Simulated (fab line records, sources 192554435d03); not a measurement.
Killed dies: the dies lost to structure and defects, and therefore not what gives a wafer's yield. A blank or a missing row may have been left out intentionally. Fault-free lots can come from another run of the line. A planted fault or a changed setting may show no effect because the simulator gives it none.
Lot-split experiment -- flow n5 finfet -- 7 lots, 21 wafers read, on a route of 1938 steps

== THE SPLIT ITSELF ==
At N5_BEOL_M1_ETCH_64 (etches SOC in N2/H2, target depth 75 nm, overetch 15 nm, time 112.5 s), the setting source w was moved away from the recipe's 840 W on 6 of the 21 wafers read, by -17.2% to +15.9%. This setting was run at the recipe's value on the other wafers.

Reading taken at the split's own step.

== THE READING ==
rf vpp V, in V, at N5_BEOL_M1_ETCH_64 (etches SOC in N2/H2, target depth 75 nm, overetch 15 nm, time 112.5 s). A value of 524.5 V with a standard deviation of 2.2 V is what fault-free wafers of this fab line usually give.

wafer,"tool, chamber at the split","source w as run, W",against the recipe,"rf vpp V, V",against lot-mates on the recipe
L076.3,"rie diel-03, 3",947.1,+12.7%,506.2,-18.7
L076.4,"rie diel-03, 3",840,recipe,524.7,-
L076.5,"rie diel-03, 2",840,recipe,525.0,-
L079.1,"rie diel-05, 3",840,recipe,527.1,-
L079.3,"rie diel-05, 0",840,recipe,521.1,-
L079.5,"rie diel-05, 1",840,recipe,525.0,-
L084.1,"rie diel-03, 0",840,recipe,522.9,-
L084.2,"rie diel-03, 1",840,recipe,522.5,-
L084.4,"rie diel-03, 3",840,recipe,525.4,-
L086.2,"rie diel-02, 0",695.6,-17.2%,560.4,+35.8
L086.3,"rie diel-02, 1",840,recipe,524.6,-
L086.6,"rie diel-02, 1",695.6,-17.2%,557.3,+32.7
L085.2,"rie diel-03, 1",840,recipe,522.9,-
L085.3,"rie diel-03, 3",973.3,+15.9%,501.4,-22.1
L085.4,"rie diel-03, 0",840,recipe,524.2,-
L089.1,"rie diel-03, 3",840,recipe,527.5,-
L089.3,"rie diel-03, 2",840,recipe,524.6,-
L089.5,"rie diel-03, 1",840,recipe,523.2,-
L092.1,"rie diel-05, 1",840,recipe,524.6,-
L092.3,"rie diel-05, 2",783.5,-6.7%,537.3,+12.7
L092.4,"rie diel-05, 0",783.5,-6.7%,532.8,+8.2

FIT RESULTS
A straight line over all 21 wafers: rf vpp V changes by -1.74 V for each +1% of source w; r = -0.98; the points scatter about the line by 2.6 V.
The same after taking each lot's own level away (the mean of its wafers on the recipe; 21 wafers): -1.73 V for each +1%; r = -0.98; scatter 2.5 V.
That fit puts the effect of the largest move of source w on the reading at 30 V.
Across the lots, their own levels run from 523.55 to 525.10 V, a range of 0.7 times the standard deviation given above.
The two slopes agree, so the slope changes little with the lot-to-lot level.
Check: for one of the wafers moved furthest among these (-17.2%), held out of the fit, the line's prediction against its lot-mates is +28.2 V. Against them it came out at +35.8 V.
Tool readings at the split's step, against how far the setting was moved: rf vpp V r = -0.98.

== OTHER SPLITS APPLIED TO THESE WAFERS ==
Note: prior to the reading, these wafers also went through further splits. Each is held against what the fit with the lots' levels taken away leaves over:
other split on the same wafers,wafers away from the commonest value,r with rf vpp V (lot level and that fit taken away)
N5_BEOL_M0_SAQP_SPACER2_ALD_26 target thk a,6,+0.20
N5_BEOL_M0_SAQP_COAT_69 spin rpm,7,+0.15

== FILE'S OWN FIT ==
rf vpp V changes by -1.65 V for each +1% of source w, r = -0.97.
